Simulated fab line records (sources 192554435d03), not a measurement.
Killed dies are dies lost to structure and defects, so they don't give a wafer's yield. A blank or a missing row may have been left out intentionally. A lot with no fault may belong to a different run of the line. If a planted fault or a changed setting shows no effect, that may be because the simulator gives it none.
Matching of chambers / flow n5Finfet / N5_BEOL_M4_STRIP_36 on rieDiel-06: 4 sister chambers
The step strips in N2/H2. 14 wafers are shown with their chamber, then 7 later ones without.

WAFERS, EACH WITH ITS CHAMBER
wafer=L074.3; chamber=2; showerheadPlenumPTorr (Torr)=2.56; throttleValvePct (%)=23.55; oesProductAu (a.u.)=0.78
wafer=L074.5; chamber=3; showerheadPlenumPTorr (Torr)=2.56; throttleValvePct (%)=23.80; oesProductAu (a.u.)=0.83
wafer=L074.6; chamber=2; showerheadPlenumPTorr (Torr)=2.56; throttleValvePct (%)=23.59; oesProductAu (a.u.)=0.79
wafer=L075.3; chamber=0; showerheadPlenumPTorr (Torr)=2.51; throttleValvePct (%)=24.28; oesProductAu (a.u.)=0.71
wafer=L075.4; chamber=2; showerheadPlenumPTorr (Torr)=2.56; throttleValvePct (%)=23.56; oesProductAu (a.u.)=0.78
wafer=L075.6; chamber=0; showerheadPlenumPTorr (Torr)=2.51; throttleValvePct (%)=24.28; oesProductAu (a.u.)=0.71
wafer=L076.3; chamber=3; showerheadPlenumPTorr (Torr)=2.56; throttleValvePct (%)=23.78; oesProductAu (a.u.)=0.82
wafer=L076.4; chamber=2; showerheadPlenumPTorr (Torr)=2.56; throttleValvePct (%)=23.59; oesProductAu (a.u.)=0.79
wafer=L076.6; chamber=0; showerheadPlenumPTorr (Torr)=2.51; throttleValvePct (%)=24.29; oesProductAu (a.u.)=0.70
wafer=L081.2; chamber=3; showerheadPlenumPTorr (Torr)=2.55; throttleValvePct (%)=23.83; oesProductAu (a.u.)=0.81
wafer=L081.5; chamber=0; showerheadPlenumPTorr (Torr)=2.51; throttleValvePct (%)=24.26; oesProductAu (a.u.)=0.70
wafer=L081.6; chamber=3; showerheadPlenumPTorr (Torr)=2.55; throttleValvePct (%)=23.82; oesProductAu (a.u.)=0.83
wafer=L085.2; chamber=1; showerheadPlenumPTorr (Torr)=2.61; throttleValvePct (%)=23.49; oesProductAu (a.u.)=0.68
wafer=L085.4; chamber=3; showerheadPlenumPTorr (Torr)=2.55; throttleValvePct (%)=23.85; oesProductAu (a.u.)=0.81

SIGNATURES (averages over the wafers above)
reading=showerheadPlenumPTorr; chamber 0=2.5100; chamber 1=2.6100; chamber 2=2.5600; chamber 3=2.5540; scatter within a chamber=0.00346
reading=throttleValvePct; chamber 0=24.2775; chamber 1=23.4900; chamber 2=23.5725; chamber 3=23.8160; scatter within a chamber=0.0216
reading=oesProductAu; chamber 0=0.7050; chamber 1=0.6800; chamber 2=0.7850; chamber 3=0.8200; scatter within a chamber=0.00775
Rule: for each reading, subtract the chamber's mean from the wafer's reading, divide by that reading's scatter and square the result; add these up over the readings and take the root, which gives the wafer's distance from the chamber. If the next closest chamber is less than 2 further off than the closest, the wafer can't be placed; otherwise it belongs to the closest. The scatter is the square root of a quotient: the sum, over the shown wafers, of each reading's squared deviation from its chamber's mean, divided by wafers minus chambers.

WAFERS WHOSE CHAMBER IS MISSING
wafer=L085.5; showerheadPlenumPTorr (Torr)=2.55; throttleValvePct (%)=23.84; oesProductAu (a.u.)=0.80
wafer=L087.3; showerheadPlenumPTorr (Torr)=2.50; throttleValvePct (%)=24.30; oesProductAu (a.u.)=0.69
wafer=L087.4; showerheadPlenumPTorr (Torr)=2.61; throttleValvePct (%)=23.48; oesProductAu (a.u.)=0.67
wafer=L087.5; showerheadPlenumPTorr (Torr)=2.55; throttleValvePct (%)=23.83; oesProductAu (a.u.)=0.80
wafer=L090.2; showerheadPlenumPTorr (Torr)=2.50; throttleValvePct (%)=24.31; oesProductAu (a.u.)=0.69
wafer=L090.5; showerheadPlenumPTorr (Torr)=2.60; throttleValvePct (%)=23.50; oesProductAu (a.u.)=0.67
wafer=L090.6; showerheadPlenumPTorr (Torr)=2.55; throttleValvePct (%)=23.62; oesProductAu (a.u.)=0.75

WHICH CHAMBER EACH WENT THROUGH
wafer=L085.5; from the rows above=3; in truth=3
wafer=L087.3; from the rows above=0; in truth=0
wafer=L087.4; from the rows above=1; in truth=1
wafer=L087.5; from the rows above=3; in truth=3
wafer=L090.2; from the rows above=0; in truth=0
wafer=L090.5; from the rows above=1; in truth=1
wafer=L090.6; from the rows above=2; in truth=2
Correctly placed: 7 of 7. Not placeable from these rows: 0. Placed wrongly: 0.
